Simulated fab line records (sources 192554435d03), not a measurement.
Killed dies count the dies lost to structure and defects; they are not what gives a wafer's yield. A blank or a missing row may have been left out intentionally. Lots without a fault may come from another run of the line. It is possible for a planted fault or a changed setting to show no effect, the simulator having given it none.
fab line records	flow n5Finfet
[record] lots = 7	wafers = 21
route steps=1938 shown BEOL_M6@1224 BEOL_M7@1266 BEOL_M8@1337 BEOL_M9@1404
startH: hours from the record's opening day to when the first of the lot's shown wafers began	waitH: hours since the lot's step before	" the same as in the row above	L1.1+2: one row covering several wafers at once	- no value, or no start given	* or withheld: withheld	< > ~ a bound
route shown NAME@n: a module of which the file shows steps, and the number in the route of the first	usual: the fault-free wafers' mean and standard deviation	same: alike in all rows	chamber/n: place in a boat	sites: readings site by site	_std_site: standard deviation across them	_edge_site: the outer-site mean with the inner-site mean subtracted	radiusMm: for every site, how far away it sits from the centre of the wafer	mask NAME#n: copy n	behind: the most recent tool/chamber to have shaped the wafer	hold: what put the lot on hold/how long, in hours/how the hold closed	device: transistor that didn't switch, given as n, p or np	end of line: the same wafers' tests at the end of the route	for a step that has no rows: nothing shown but its recipe	killed: the dies lost at the first sort to structure and to defects; this is not the yield of the wafer	map: a wafer's dies, x killed, . not, _ none there
set.NAME: the setting as run; set.NAME@STEP: as run at that earlier step	model.NAME: the simulator's own value behind a step, which no gauge read
lots with deliberately changed settings; one table per step, one row per wafer
[[steps]]
[step N5_BEOL_M6_EXPOSE_25]
[recipe] maskId = V5	na = 0.33	sourceShape = annular	sigmaInner = 0.4	sigmaOuter = 0.8	polarization = unpolarized	targetCdNm = 40	doseMj = 45
lot.wafer	tool	chamber	startH	waitH	mask	set.doseMj
L080.2+3+4	euvScanner-02	0	281.83	-	V5#0	45
L078.2+5	euvScanner-01	0	298.31	-	V5#0	45
L078.4	"	0	"	"	V5#0	46.1
L083.1+3+6	euvScanner-02	0	302.75	-	V5#0	45
L086.1+5+6	euvScanner-02	0	315.88	-	V5#0	47.53
L089.1+3+6	euvScanner-02	0	336.67	-	V5#0	45
L094.2+4+6	euvScanner-01	0	367.56	-	V5#0	45
L092.2+3+6	euvScanner-01	0	379.99	-	V5#0	45
[step N5_BEOL_M6_PEB_26]
[recipe] pebTempC = 100	pebTimeS = 60	resist = CAR-EUV
[step N5_BEOL_M6_DEVELOP_27]
[recipe] developTimeS = 30	developer = TMAH	resist = CAR-EUV	rinseLiquid = surfactantRinse	dry = airSpin	devTempC = 23
[step N5_BEOL_M6_ETCH_72]
[recipe] chemistry = N2/H2	target = underlayer	targetDepthA = 65	maskMaterial = CAR-EUV	timeS = 5.2	ionEnergyEv = 200	pressureMtorr = 30	sourceW = 840	biasW = 150	n2FlowSccm = 200	h2FlowSccm = 200	ends = cleared
[step N5_BEOL_M6_ETCH_65]
[recipe] chemistry = CF4	target = SiARC	targetDepthA = 156	maskMaterial = CAR-EUV	timeS = 26	ionEnergyEv = 80	pressureMtorr = 40	sourceW = 545	biasW = 36	Ar_flow_sccm = 100	cf4FlowSccm = 100	ends = cleared
[step N5_BEOL_M6_ETCH_66]
[recipe] chemistry = N2/H2	target = SOC	targetDepthA = 800	overetchA = 160	maskMaterial = SiARC	tempC = 40	timeS = 120	ionEnergyEv = 200	pressureMtorr = 30	sourceW = 840	biasW = 150	n2FlowSccm = 200	h2FlowSccm = 200
lot.wafer	tool	chamber	startH	waitH	set.spinRpm@BEOL_M6_COAT_63	model.etch.depthNm
L080.2+4	rieDiel-05	0,1	282.56	0.0	1500	60.03
L080.3	"	3	"	"	1500	60.02
L078.2	rieDiel-04	3	298.64	0.0	1500	60.1
L078.4	"	2	"	"	1500	60.22
L078.5	"	3	"	"	1546	59.1
L083.1	rieDiel-05	2	303.09	0.0	1403	62.17
L083.3	"	0	"	"	1500	60.03
L083.6	"	0	"	"	1500	60.04
L086.1	rieDiel-04	1	316.22	0.0	1500	60.22
L086.5	"	1	"	"	1500	60.12
L086.6	"	2	"	"	1500	60.11
L089.1	rieDiel-04	0	337.01	0.0	1500	59.89
L089.3	"	1	"	"	1500	59.83
L089.6	"	2	"	"	1500	60.04
L094.2	rieDiel-04	0	367.96	0.0	1622	57.36
L094.4	"	3	"	"	1500	59.78
L094.6	"	0	"	"	1622	57.8
L092.2	rieDiel-04	3	380.32	0.0	1500	60.05
L092.3	"	1	"	"	1500	60.11
L092.6	"	1	"	"	1500	60.17
[step N5_BEOL_M6_STRIP_69]
[recipe] chemistry = N2/H2	tempC = 40	n2FlowSccm = 200	h2FlowSccm = 200	rfFrequencyHz = 6e+07
[step N5_BEOL_M6_STRIP_73]
[recipe] chemistry = N2/H2	tempC = 40	n2FlowSccm = 200	h2FlowSccm = 200	rfFrequencyHz = 6e+07
[step N5_BEOL_M6_VIA_ETCH_34]
[recipe] chemistry = C4F6/O2	target = SiCOH_lowk	targetDepthA = 1263	maskMaterial = SOC	taperDeg = 4	timeS = 50.9	ionEnergyEv = 250	pressureMtorr = 30	sourceW = 345	biasW = 185	Ar_flow_sccm = 300	C4F6_flow_sccm = 10	O2_flow_sccm = 10
lot.wafer	tool	chamber	startH	waitH	set.spinRpm@BEOL_M6_COAT_63	model.SOC_of_BEOL_M6_COAT_63.thkNm
L080.2+3+4	rieDiel-05	0,3,1	282.66	0.0	1500	54
L078.2	rieDiel-04	3	298.74	0.0	1500	54
L078.4	"	2	"	"	1500	54.6
L078.5	"	3	"	"	1546	53
L083.1	rieDiel-05	2	303.19	0.0	1403	56.2
L083.3+6	"	0	"	"	1500	54
L086.1+5	rieDiel-04	1	316.32	0.0	1500	54.2
L086.6	"	2	"	"	1500	54.6
L089.1+3	rieDiel-04	0,1	337.11	0.0	1500	53.8
L089.6	"	2	"	"	1500	54.4
L094.2	rieDiel-04	0	368.06	0.0	1622	51.2
L094.4	"	3	"	"	1500	53.4
L094.6	"	0	"	"	1622	51.6
L092.2	rieDiel-04	3	380.42	0.0	1500	53.6
L092.3+6	"	1	"	"	1500	54.2
[step N5_BEOL_M7_PECVD_70]
[recipe] material = SiO2	targetThkA = 200	tempC = 400	precursor = TEOS/O2	pressureTorr = 5.5	rfW = 450	teosFlowSccm = 53.8	gas = O2	flowSccm = 3000	timeS = 22.7
lot.wafer	tool	chamber	startH	waitH	set.timeS	model.SiO2_of_BEOL_M7_PECVD_70.thkNm
L080.2	pecvd-03	0	287.97	0.0	21.6	18.4
L080.3	"	1	"	"	21.6	19.4
L080.4	"	2	"	"	22.7	20.2
L078.2	pecvd-03	0	302.95	0.0	22.7	19.4
L078.4	"	1	"	"	21.41	19.6
L078.5	"	2	"	"	21.41	19.2
L083.1+6	pecvd-04	1	307.94	0.0	21.27	18.6
L083.3	"	2	"	"	22.7	20
L086.1+5+6	pecvd-01	2,1,2	320.52	0.0	22.7	19.8
L089.1	pecvd-01	1	343.41	0.0	22.7	19.8
L089.3	"	2	"	"	19.94	17.2
L089.6	"	1	"	"	22.7	20
L094.2	pecvd-01	0	371.80	0.0	22.7	20
L094.4	"	0	"	"	21.32	19.4
L094.6	"	2	"	"	21.32	18.8
L092.2+6	pecvd-04	2,0	383.89	0.0	22.7	20.2
L092.3	"	1	"	"	22.7	19.8
[step N5_BEOL_M7_COAT_05]
[recipe] resist = CAR-ArF	spinRpm = 1500	resistThkNm = 90
lot.wafer	tool	chamber	startH	waitH	set.spinRpm	model.CAR-ArF_of_BEOL_M7_COAT_05.thkNm
L080.2	lithoTrack-02	0	-	-	1500	90.6
L080.3	"	0	"	"	1437	92.2
L080.4	"	0	"	"	1500	90.2
L078.2	lithoTrack-05	0	-	-	1500	89.6
L078.4	"	0	"	"	1500	89.4
L078.5	"	0	"	"	1500	89.8
L083.1	lithoTrack-02	0	-	-	1500	90.2
L083.3+6	"	0	"	"	1500	90
L086.1	lithoTrack-02	0	-	-	1655	86.2
L086.5	"	0	"	"	1500	90.6
L086.6	"	0	"	"	1655	85.8
L089.1	lithoTrack-03	0	-	-	1422	92.6
L089.3	"	0	"	"	1500	89.8
L089.6	"	0	"	"	1500	90.2
L094.2	lithoTrack-05	0	-	-	1500	89.8
L094.4	"	0	"	"	1564	87.8
L094.6	"	0	"	"	1564	87.6
L092.2+3	lithoTrack-03	0	-	-	1500	89.6
L092.6	"	0	"	"	1500	89.8
[step N5_BEOL_M7_EBR_07]
[recipe] solvent = PGMEA	ebrWidthMm = 1.5
[step N5_BEOL_M7_SOFTBAKE_06]
[recipe] tempC = 110	timeS = 60	resist = CAR-ArF
[step N5_BEOL_M7_EXPOSE_08]
[recipe] maskId = M7	na = 1.35	sourceShape = dipole	sigmaInner = 0.817	sigmaOuter = 0.97	polarization = te	doseMj = 68.25
[step N5_BEOL_M7_PEB_09]
[recipe] pebTempC = withheld	pebTimeS = 60	resist = CAR-ArF
[step N5_BEOL_M7_DEVELOP_10]
[recipe] developTimeS = 30	developer = TMAH	resist = CAR-ArF	rinseLiquid = diw	dry = airSpin	devTempC = 23
lot.wafer	tool	chamber	startH	waitH	set.spinRpm@BEOL_M7_COAT_05	model.CAR-ArF_of_BEOL_M7_COAT_05.thkNm
L080.2	lithoTrack-02	0	-	-	1500	88.8
L080.3	"	0	"	"	1437	90.4
L080.4	"	0	"	"	1500	88.6
L078.2+4	lithoTrack-03	0	-	-	1500	87.8
L078.5	"	0	"	"	1500	88
L083.1+3	lithoTrack-02	0	-	-	1500	88.4
L083.6	"	0	"	"	1500	88.2
L086.1	lithoTrack-03	0	-	-	1655	84.4
L086.5	"	0	"	"	1500	88.8
L086.6	"	0	"	"	1655	84.2
L089.1	lithoTrack-02	0	-	-	1422	90.8
L089.3	"	0	"	"	1500	88.2
L089.6	"	0	"	"	1500	88.4
L094.2	lithoTrack-02	0	-	-	1500	88
L094.4	"	0	"	"	1564	86
L094.6	"	0	"	"	1564	85.8
L092.2+3+6	lithoTrack-02	0	-	-	1500	88
[step N5_BEOL_M7_DESCUM_16]
[recipe] chemistry = O2	timeS = 7.9	sourcePowerW = 50	biasPowerW = 20	pressureMtorr = 20	rfFrequencyHz = 2.712e+07	tempC = 40	resist = CAR-ArF	o2FlowSccm = 225
lot.wafer	tool	chamber	startH	waitH	set.spinRpm@BEOL_M7_COAT_05	model.CAR-ArF_of_BEOL_M7_COAT_05.thkNm
L080.2	rieDiel-06	0	289.13	0.0	1500	84
L080.3	"	2	"	"	1437	85.6
L080.4	"	2	"	"	1500	83.6
L078.2+5	rieDiel-06	0,2	304.36	0.1	1500	83
L078.4	"	1	"	"	1500	82.8
L083.1+3+6	rieDiel-03	0,3,2	309.02	0.2	1500	83.4
L086.1	rieDiel-06	0	323.99	0.6	1655	79.6
L086.5	"	2	"	"	1500	83.8
L086.6	"	3	"	"	1655	79.4
L089.1	rieDiel-02	2	344.43	0.0	1422	86
L089.3	"	3	"	"	1500	83.4
L089.6	"	1	"	"	1500	83.6
L094.2	rieDiel-03	2	377.02	0.7	1500	83.2
L094.4	"	1	"	"	1564	81.2
L094.6	"	3	"	"	1564	81
L092.2+6	rieDiel-02	1,3	386.91	0.0	1500	83.2
L092.3	"	3	"	"	1500	83
[step N5_BEOL_M7_ETCH_61]
[recipe] chemistry = CF4	target = SiARC	targetDepthA = 455	maskMaterial = CAR-ArF	timeS = 75.8	ionEnergyEv = 80	pressureMtorr = 40	sourceW = 545	biasW = 36	Ar_flow_sccm = 100	cf4FlowSccm = 100	ends = cleared
[step N5_BEOL_M7_ETCH_62]
[recipe] chemistry = N2/H2	target = SOC	targetDepthA = 1100	overetchA = 220	maskMaterial = SiARC	tempC = 40	timeS = 165	ionEnergyEv = 200	pressureMtorr = 30	sourceW = 840	biasW = 150	n2FlowSccm = 200	h2FlowSccm = 200
[step N5_BEOL_M7_STRIP_80]
[recipe] chemistry = N2/H2	timeS = 10	powerW = 450	tempC = 40	pressureMtorr = 20	rfFrequencyHz = 6e+07	biasPowerW = 7	n2FlowSccm = 200	h2FlowSccm = 200
[step N5_BEOL_M7_HM_STRIP_39]
[recipe] chemistry = peroxideTinStrip	material = TiN	targetDepthA = 250	tempC = 50	timeS = 158
lot.wafer	tool	chamber	startH	waitH	set.timeS@BEOL_M7_PECVD_70	model.SiO2_of_BEOL_M7_PECVD_70.thkNm
L080.2	wetBench-01	5	292.19	0.0	21.6	18.2
L080.3	"	6	"	"	21.6	19.2
L080.4	"	3	"	"	22.7	20
L078.2	wetBench-01	2	306.13	0.1	22.7	19.2
L078.4	"	5	"	"	21.41	19.4
L078.5	"	4	"	"	21.41	19
L083.1	wetBench-01	2	311.74	0.0	21.27	18.4
L083.3	"	3	"	"	22.7	19.8
L083.6	"	6	"	"	21.27	18.6
L086.1+5	wetBench-01	4,1	325.73	0.0	22.7	19.6
L086.6	"	2	"	"	22.7	19.8
L089.1	wetBench-04	2	346.23	0.0	22.7	19.6
L089.3	"	3	"	"	19.94	17.2
L089.6	"	4	"	"	22.7	19.8
L094.2	wetBench-01	5	379.58	0.0	22.7	19.8
L094.4	"	6	"	"	21.32	19.2
L094.6	"	7	"	"	21.32	18.6
L092.2+6	wetBench-01	6,1	390.77	0.0	22.7	20
L092.3	"	4	"	"	22.7	19.6
[step N5_BEOL_M8_COAT_59]
[recipe] resist = SOC	tempC = 250	timeS = 60	spinRpm = 1500	resistThkNm = 100
lot.wafer	tool	chamber	startH	waitH	set.spinRpm	model.SOC_of_BEOL_M8_COAT_59.thkNm
L080.2	lithoTrack-02	0	297.06	0.1	1500	100.4
L080.3	"	0	"	"	1380	104.6
L080.4	"	0	"	"	1500	100
L078.2	lithoTrack-02	0	311.64	0.1	1500	100
L078.4	"	0	"	"	1401	103.6
L078.5	"	0	"	"	1401	103.2
L083.1	lithoTrack-02	0	317.32	0.1	1500	100.4
L083.3+6	"	0	"	"	1595	97.2
L086.1	lithoTrack-02	0	330.20	0.1	1500	100.2
L086.5	"	0	"	"	1500	100
L086.6	"	0	"	"	1500	100.4
L089.1	lithoTrack-02	0	351.21	0.1	1500	100.4
L089.3	"	0	"	"	1409	103.6
L089.6	"	0	"	"	1409	103.8
L094.2	lithoTrack-01	0	386.32	0.1	1500	99.8
L094.4	"	0	"	"	1500	99.6
L094.6	"	0	"	"	1354	104.8
L092.2	lithoTrack-02	0	396.06	0.1	1500	100.4
L092.3+6	"	0	"	"	1500	100.6
[step N5_BEOL_M8_COAT_60]
[recipe] resist = SiARC	tempC = 220	timeS = 60	spinRpm = 1500	resistThkNm = 35
[step N5_BEOL_M8_COAT_05]
[recipe] resist = CAR-ArF	spinRpm = 1500	resistThkNm = 90
[step N5_BEOL_M8_DESCUM_16]
[recipe] chemistry = O2	timeS = 7.9	sourcePowerW = 50	biasPowerW = 20	pressureMtorr = 20	rfFrequencyHz = 2.712e+07	tempC = 40	resist = CAR-ArF	o2FlowSccm = 225
[step N5_BEOL_M8_ETCH_61]
[recipe] chemistry = CF4	target = SiARC	targetDepthA = 455	maskMaterial = CAR-ArF	timeS = 75.8	ionEnergyEv = 80	pressureMtorr = 40	sourceW = 545	biasW = 36	Ar_flow_sccm = 100	cf4FlowSccm = 100	ends = cleared
[step N5_BEOL_M8_ETCH_62]
[recipe] chemistry = N2/H2	target = SOC	targetDepthA = 1100	overetchA = 220	maskMaterial = SiARC	tempC = 40	timeS = 165	ionEnergyEv = 200	pressureMtorr = 30	sourceW = 840	biasW = 150	n2FlowSccm = 200	h2FlowSccm = 200
lot.wafer	tool	chamber	startH	waitH	set.spinRpm@BEOL_M8_COAT_59	model.etch.depthNm
L080.2	rieDiel-05	0	297.64	0.0	1500	100.3
L080.3	"	2	"	"	1380	104.5
L080.4	"	1	"	"	1500	99.91
L078.2	rieDiel-01	3	312.22	0.0	1500	100.1
L078.4	"	0	"	"	1401	103.5
L078.5	"	1	"	"	1401	103.3
L083.1	rieDiel-01	1	317.87	0.0	1500	100.3
L083.3	"	3	"	"	1595	97.28
L083.6	"	1	"	"	1595	97.17
L086.1	rieDiel-05	1	330.88	0.0	1500	100.1
L086.5	"	3	"	"	1500	99.97
L086.6	"	0	"	"	1500	100.4
L089.1	rieDiel-05	3	351.79	0.0	1500	100.4
L089.3	"	0	"	"	1409	103.6
L089.6	"	2	"	"	1409	103.9
L094.2	rieDiel-04	2	386.87	0.0	1500	99.77
L094.4	"	3	"	"	1500	99.57
L094.6	"	2	"	"	1354	104.7
L092.2	rieDiel-04	1	396.71	0.0	1500	100.4
L092.3	"	0	"	"	1500	100.7
L092.6	"	2	"	"	1500	100.6
[step N5_BEOL_M8_STRIP_68]
[recipe] chemistry = N2/H2	tempC = 40	n2FlowSccm = 200	h2FlowSccm = 200	rfFrequencyHz = 6e+07
[step N5_BEOL_M8_STRIP_67]
[recipe] chemistry = CF4	resist = SiARC	powerW = 300	biasPowerW = 75	pressureMtorr = 50	cf4FlowSccm = 150	rfFrequencyHz = 6e+07
[step N5_BEOL_M8_HM_OPEN_17]
[recipe] chemistry = Cl2/BCl3	targetDepthA = 200	overetchA = 60	target = TiN	maskMaterial = SOC	ionEnergyEv = 150	pressureMtorr = 10	icpW = 1000	biasW = 126	Cl2_flow_sccm = 53.25	bcl3FlowSccm = 21.75	Ar_flow_sccm = 25
lot.wafer	tool	chamber	startH	waitH	set.spinRpm@BEOL_M8_COAT_59	model.SOC_of_BEOL_M8_COAT_59.thkNm
L080.2	rieMetal-02	0	297.83	0.0	1500	92.6
L080.3	"	0	"	"	1380	96.8
L080.4	"	1	"	"	1500	91.6
L078.2	rieMetal-02	0	312.41	0.0	1500	92.4
L078.4	"	0	"	"	1401	95.8
L078.5	"	1	"	"	1401	95
L083.1	rieMetal-03	1	318.06	0.0	1500	92.6
L083.3	"	1	"	"	1595	89.4
L083.6	"	0	"	"	1595	88.6
L086.1	rieMetal-03	0	331.07	0.0	1500	91.8
L086.5	"	0	"	"	1500	91.6
L086.6	"	1	"	"	1500	92.4
L089.1	rieMetal-02	0	351.98	0.0	1500	92.8
L089.3	"	1	"	"	1409	95.4
L089.6	"	1	"	"	1409	95.6
L094.2	rieMetal-03	0	387.07	0.0	1500	91.4
L094.4	"	0	"	"	1500	91.2
L094.6	"	0	"	"	1354	96.4
L092.2	rieMetal-02	1	396.89	0.0	1500	92.2
L092.3	"	1	"	"	1500	92.6
L092.6	"	1	"	"	1500	92.4
[step N5_BEOL_M9_PECVD_70]
[recipe] material = SiO2	targetThkA = 200	tempC = 400	precursor = TEOS/O2	pressureTorr = 5.5	rfW = 450	teosFlowSccm = 53.8	gas = O2	flowSccm = 3000	timeS = 22.7
lot.wafer	tool	chamber	startH	waitH	set.timeS	model.SiO2_of_BEOL_M9_PECVD_70.thkNm
L080.2	pecvd-04	1	304.31	0.0	25.84	22.6
L080.3	"	2	"	"	25.84	22.4
L080.4	"	0	"	"	22.7	20.2
L078.2	pecvd-02	1	318.64	0.0	22.7	19.6
L078.4	"	0	"	"	22.7	20.2
L078.5	"	1	"	"	21.57	19.2
L083.1	pecvd-03	0	325.52	0.0	25.3	21.2
L083.3	"	1	"	"	25.3	21.8
L083.6	"	1	"	"	22.7	20.2
L086.1	pecvd-04	0	342.36	0.0	24.11	21
L086.5	"	2	"	"	22.7	20.2
L086.6	"	1	"	"	22.7	20.4
L089.1	pecvd-04	2	358.20	0.0	19.32	17.2
L089.3	"	0	"	"	19.32	17
L089.6	"	1	"	"	22.7	20.4
L094.2	pecvd-04	1	394.02	0.0	25.43	22.6
L094.4	"	1	"	"	22.7	20.2
L094.6	"	2	"	"	25.43	22.4
L092.2	pecvd-03	1	401.44	0.0	22.7	20.2
L092.3	"	0	"	"	22.7	19
L092.6	"	0	"	"	22.7	19.6
[step N5_BEOL_M9_HM_DEP_02]
[recipe] material = TiN	targetThkA = 200	tempC = 25	chamberPressurePa = 0.49996
lot.wafer	tool	chamber	startH	waitH	set.targetThkA	model.TiN_of_BEOL_M9_HM_DEP_02.thkNm
L080.2	pvdSputter-02	-	305.32	1.0	200	20.2
L080.3	"	-	"	"	187.7	19.2
L080.4	"	-	"	"	200	20.4
L078.2	pvdSputter-03	-	322.09	3.4	179.1	17.6
L078.4+5	"	-	"	"	179.1	18
L083.1	pvdSputter-01	-	326.28	0.7	189.2	19
L083.3	"	-	"	"	200	20.4
L083.6	"	-	"	"	189.2	18.6
L086.1	pvdSputter-03	-	343.04	0.7	181.5	18.6
L086.5	"	-	"	"	181.5	18
L086.6	"	-	"	"	200	20.6
L089.1	pvdSputter-02	-	358.51	0.3	200	20.4
L089.3	"	-	"	"	200	20.6
L089.6	"	-	"	"	179.2	18
L094.2	pvdSputter-02	-	395.62	1.6	215.2	21.8
L094.4	"	-	"	"	200	20.4
L094.6	"	-	"	"	215.2	21.6
L092.2+3	pvdSputter-03	-	402.13	0.7	200	20.2
L092.6	"	-	"	"	200	19.8
[step N5_BEOL_M9_COAT_59]
[recipe] resist = SOC	tempC = 250	timeS = 60	spinRpm = 1500	resistThkNm = 100
[step N5_BEOL_M9_COAT_60]
[recipe] resist = SiARC	tempC = 220	timeS = 60	spinRpm = 1500	resistThkNm = 30
[step N5_BEOL_M9_STRIP_68]
[recipe] chemistry = N2/H2	tempC = 40	n2FlowSccm = 200	h2FlowSccm = 200	rfFrequencyHz = 6e+07
[step N5_BEOL_M9_STRIP_67]
[recipe] chemistry = CF4	resist = SiARC	powerW = 300	biasPowerW = 75	pressureMtorr = 50	cf4FlowSccm = 150	rfFrequencyHz = 6e+07
[step N5_BEOL_M9_HM_OPEN_17]
[recipe] chemistry = Cl2/BCl3	targetDepthA = 200	overetchA = 60	target = TiN	maskMaterial = SOC	ionEnergyEv = 150	pressureMtorr = 10	icpW = 1000	biasW = 126	Cl2_flow_sccm = 53.25	bcl3FlowSccm = 21.75	Ar_flow_sccm = 25
lot.wafer	tool	chamber	startH	waitH	set.targetThkA@BEOL_M9_HM_DEP_02	model.etch.depthNm
L080.2	rieMetal-01	1	306.41	0.1	200	20.21
L080.3	"	1	"	"	187.7	19.24
L080.4	"	0	"	"	200	20.49
L078.2	rieMetal-02	0	323.06	0.0	179.1	17.52
L078.4	"	0	"	"	179.1	18.05
L078.5	"	1	"	"	179.1	18.02
L083.1	rieMetal-02	0	327.01	0.0	189.2	18.98
L083.3	"	0	"	"	200	20.47
L083.6	"	1	"	"	189.2	18.5
L086.1	rieMetal-01	0	343.93	0.0	181.5	18.63
L086.5	"	1	"	"	181.5	17.95
L086.6	"	0	"	"	200	20.65
L089.1	rieMetal-03	1	359.38	0.0	200	20.49
L089.3	"	1	"	"	200	20.55
L089.6	"	0	"	"	179.2	18.04
L094.2	rieMetal-01	0	396.49	0.0	215.2	21.77
L094.4	"	1	"	"	200	20.37
L094.6	"	0	"	"	215.2	21.64
L092.2+3	rieMetal-03	0,1	402.86	0.0	200	20.23
L092.6	"	1	"	"	200	19.87
[[key]]
[split] step = N5_BEOL_M6_EXPOSE_25	setting = doseMj	stated = 45	by = wafer
response none clear
[split] step = N5_BEOL_M7_PECVD_70	setting = timeS	stated = 22.7	by = wafer
[response] step = N5_BEOL_M7_PECVD_70	reading = model.SiO2_of_BEOL_M7_PECVD_70.thkNm	change = +0.191	per = 1%	r = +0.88
[response] step = N5_BEOL_M7_HM_STRIP_39	reading = model.SiO2_of_BEOL_M7_PECVD_70.thkNm	change = +0.18	per = 1%	r = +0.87
[split] step = N5_BEOL_M7_COAT_05	setting = spinRpm	stated = 1500	by = wafer
[response] step = N5_BEOL_M7_COAT_05	reading = model.CAR-ArF_of_BEOL_M7_COAT_05.thkNm	change = -0.457	per = 1%	r = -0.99
[response] step = N5_BEOL_M7_DEVELOP_10	reading = model.CAR-ArF_of_BEOL_M7_COAT_05.thkNm	change = -0.446	per = 1%	r = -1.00
[response] step = N5_BEOL_M7_DESCUM_16	reading = model.CAR-ArF_of_BEOL_M7_COAT_05.thkNm	change = -0.436	per = 1%	r = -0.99
[split] step = N5_BEOL_M8_COAT_59	setting = spinRpm	stated = 1500	by = wafer
[response] step = N5_BEOL_M8_COAT_59	reading = model.SOC_of_BEOL_M8_COAT_59.thkNm	change = -0.529	per = 1%	r = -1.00
[response] step = N5_BEOL_M8_ETCH_62	reading = model.etch.depthNm	change = -0.524	per = 1%	r = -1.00
[response] step = N5_BEOL_M8_HM_OPEN_17	reading = model.SOC_of_BEOL_M8_COAT_59.thkNm	change = -0.524	per = 1%	r = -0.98
[split] step = N5_BEOL_M9_PECVD_70	setting = timeS	stated = 22.7	by = wafer
[response] step = N5_BEOL_M9_PECVD_70	reading = model.SiO2_of_BEOL_M9_PECVD_70.thkNm	change = +0.175	per = 1%	r = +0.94
[split] step = N5_BEOL_M9_HM_DEP_02	setting = targetThkA	stated = 200	by = wafer
[response] step = N5_BEOL_M9_HM_DEP_02	reading = model.TiN_of_BEOL_M9_HM_DEP_02.thkNm	change = +0.228	per = 1%	r = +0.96
[response] step = N5_BEOL_M9_HM_OPEN_17	reading = model.etch.depthNm	change = +0.232	per = 1%	r = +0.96
split outsideThisFile step=N5_BEOL_M6_COAT_63 setting=spinRpm
// split outsideThisFile: this setting was split too, and the file shows its column; the key of that split is in another file
